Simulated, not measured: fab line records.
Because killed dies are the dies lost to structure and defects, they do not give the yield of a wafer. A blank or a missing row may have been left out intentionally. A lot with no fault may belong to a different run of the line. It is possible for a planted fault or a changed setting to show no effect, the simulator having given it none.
The tool behind it: which one?	flow nand_harc	Sampling: 13 lots, 39 wafers, 5 of 1302 route steps

WHAT THE GAUGES SHOWED, per wafer
NHARC_THIN_TSV_CD_MEAS_16.
lot	measured	on	cd_nm (nm)
L391	day 24 06:34	cd_sem-02	996.7 998.2 1001.5
L394	day 24 12:07	cd_sem-01	1002.6 1004.9 1000.7
L396	day 25 05:49	cd_sem-01	999.1 997.2 1000.8
L398	day 26 15:15	cd_sem-01	1001.1 999.6 998.2
L399	day 26 22:58	cd_sem-01	996.4 1000.5 995.3
L405	day 29 07:12	cd_sem-02	1002.8 1006.3 999.2
L406	day 29 08:21	cd_sem-03	996.9 999.6 998.5
L408	day 31 09:59	cd_sem-01	1001.4 998.9 997.2
L409	day 32 03:38	cd_sem-01	999.3 1002.4 1001.9
L411	day 32 05:53	cd_sem-01	999.2 1006.1 999.9
L410	day 32 04:34	cd_sem-02	1001.9 998.6 1001.8
L414	day 32 13:48	cd_sem-02	999.1 1001.2 1000.9
L413	day 32 15:15	cd_sem-02	1000.6 1002.2 1004.3

NHARC_THIN_TSV_CD_MEAS_33: the cd target is 5000 nm.
lot	measured	on	cd_nm (nm)
L391	day 24 11:35	cd_sem-03	5001.7 5000.3 4994.2
L394	day 24 17:15	cd_sem-01	5001.8 4999.2 4998.9
L396	day 25 10:44	cd_sem-03	5000.5 4999.8 4999.5
L398	day 26 20:04	cd_sem-02	5001.7 4999.9 5001.1
L399	day 27 03:47	cd_sem-03	4997.5 4997.1 4998.9
L405	day 29 12:07	cd_sem-03	4998.0 5001.5 4998.4
L406	day 29 13:10	cd_sem-01	4996.8 4998.4 5001.3
L408	day 31 14:55	cd_sem-01	4998.6 4997.6 5000.5
L409	day 32 08:43	cd_sem-02	4998.9 5001.2 4999.2
L411	day 32 10:48	cd_sem-02	4997.2 5002.1 5001.6
L410	day 32 09:31	cd_sem-01	5003.0 5000.1 5003.2
L414	day 32 18:37	cd_sem-01	4996.8 4999.7 4997.5
L413	day 32 20:10	cd_sem-02	4999.4 4994.7 4999.8

NHARC_THIN_TSV_CD_MEAS_37.
lot	measured	on	cd_nm (nm)
L391	day 24 13:02	cd_sem-02	4998 4999 4995
L394	day 24 18:41	cd_sem-01	5004 5004 5001
L396	day 25 12:11	cd_sem-02	5000 4997 5001
L398	day 26 21:34	cd_sem-01	5003 4999 5000
L399	day 27 05:14	cd_sem-01	4995 5000 4995
L405	day 29 13:33	cd_sem-02	5000 5007 4996
L406	day 29 14:36	cd_sem-02	4993 4998 5000
L408	day 31 16:27	cd_sem-03	4999 4997 4998
L409	day 32 10:08	cd_sem-02	4999 5004 5002
L411	day 32 12:16	cd_sem-01	4995 5009 5000
L410	day 32 10:58	cd_sem-01	5004 4997 5004
L414	day 32 20:03	cd_sem-01	4994 5001 4997
L413	day 32 21:35	cd_sem-03	5000 4997 5004

NHARC_END_SORT_01.
lot	measured	on	defect_limited_yield (%)	killed_at_array	killed_at_other	killed_at_periphery	killed_dies	killed_open	killed_short	sort_bin_2_pct (%)	sort_bin_3_pct (%)	sort_bin_4_pct (%)	sort_n_pass	sort_rim_yield_pct (%)	sort_yield_pct (%)
L398	day 27 06:01	prober-01	87.9 88.9 87.9	78 74 80	0 1 0	4 0 2	82 75 82	3 4 3	6 1 2	4.3 4.9 4.3	1.5 0.7 1.9	6.4 5.5 5.9	595 602 595	86 89 89	87.9 88.9 87.9
L406	day 30 05:20	prober-01	90.5 82.1 92.0	57 52 52	2 1 0	5 68 2	64 121 54	3 4 5	2 2 3	2.4 7.4 2.2	0.7 3.7 0.9	6.4 6.8 4.9	613 556 623	92 88 86	90.5 82.1 92.0
L408	day 32 01:02	prober-02	91.3 93.1 95.7	52 43 24	0 0 1	7 4 4	59 47 29	3 4 0	4 2 2	2.2 3.0 2.1	1.0 0.6 0.3	5.5 3.4 1.9	618 630 648	95 99 91	91.3 93.1 95.7
L411	day 32 19:04	prober-01	96.6 96.5 95.7	19 21 24	1 1 2	3 2 3	23 24 29	2 2 4	3 2 4	1.3 1.0 1.0	0.1 0.3 0.4	1.9 2.2 2.8	654 653 648	96 98 94	96.6 96.5 95.7
L410	day 32 22:50	prober-02	90.1 91.6 90.5	63 51 61	3 1 1	1 5 2	67 57 64	2 4 5	0 3 2	3.5 2.7 2.7	1.3 1.2 0.3	5.0 4.6 6.5	610 620 613	98 92 92	90.1 91.6 90.5
L414	day 33 05:45	prober-02	88.6 92.2 88.3	72 49 75	0 1 0	5 3 4	77 53 79	3 2 3	2 1 4	4.3 2.7 4.1	0.7 0.9 0.9	6.4 4.3 6.6	600 624 598	92 89 89	88.6 92.2 88.3

EACH LOT AND THE TOOL THAT RAN IT (in order: tool; ch and the chambers of the sampled wafers; start)
lot	NHARC_P_M1_PVD_20
L391	pvd_sputter-02, day 6 10:16
L394	pvd_sputter-03, day 7 13:21
L396	pvd_sputter-01, day 8 05:01
L398	pvd_sputter-02, day 9 09:11
L399	pvd_sputter-01, day 9 16:06
L405	pvd_sputter-02, day 12 10:22
L406	pvd_sputter-01, day 12 13:50
L408	pvd_sputter-03, day 13 10:11
L409	pvd_sputter-02, day 13 18:24
L411	pvd_sputter-03, day 14 16:07
L410	pvd_sputter-03, day 14 16:48
L414	pvd_sputter-02, day 15 16:10
L413	pvd_sputter-01, day 15 16:58
- NHARC_P_M1_PVD_20: deposits TaN, target thk 5 nm, time 8.06 s.

WHAT THE TOOLS THEMSELVES READ (means of the sampled wafers that have a number; where no wafer has one, the mark that the record gives instead)
NHARC_P_M1_PVD_20.
lot	tool	throttle_valve_pct (%)
L391	pvd_sputter-02	28.5
L394	pvd_sputter-03	30.5
L396	pvd_sputter-01	29.6
L398	pvd_sputter-02	28.9
L399	pvd_sputter-01	30.2
L405	pvd_sputter-02	29.6
L406	pvd_sputter-01	30.5
L408	pvd_sputter-03	29.9
L409	pvd_sputter-02	30.3
L411	pvd_sputter-03	31.5
L410	pvd_sputter-03	29.1
L414	pvd_sputter-02	29.6
L413	pvd_sputter-01	30.1

THE ANSWER, worked out from the rows above alone
Rule: usual is defined by the lots themselves. Put in order of their means at a reading, lots are off if they are a third of the lots or fewer, leave a main group of 4 or more, and stand apart from it by a gap of 3 or more times the standard deviation of the main group's means; of several such gaps the widest counts. A main group is skipped when, at the precision printed for the reading in the tables above, its means are all equal. A lot without any number at a reading at which 4 lots or more have one is off too. Any other lot the step has rows for is counted as sound. After the gauges, taken in route order, come the tools' own readings; for these a lot's mean is taken, as printed above. The first step at which some lot is off is used, and at that step the reading that is off furthest; a lot without a number counts as furthest.
Off: L406, at NHARC_END_SORT_01 (killed_at_periphery). For the main group the mean is 3.3 and the standard deviation 1.1. Neither off nor sound, because the step has no rows for them: L391, L394, L396, L399, L405, L409, L413.
If a tool, at a process step before that reading, ran all the lots that are off and no sound lot after the first of them, it fits. Gauges at NHARC_END_SORT_01: tried the same way as those tools. One fits: NHARC_P_M1_PVD_20 on pvd_sputter-01. It ran no sound lot before its first lot that is off in this sample, so the start can't be narrowed down.

WHAT THE SIMULATOR HAD PUT IN
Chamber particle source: pvd_sputter-01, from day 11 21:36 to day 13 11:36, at NHARC_P_M1_PVD_20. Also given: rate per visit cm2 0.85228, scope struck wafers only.
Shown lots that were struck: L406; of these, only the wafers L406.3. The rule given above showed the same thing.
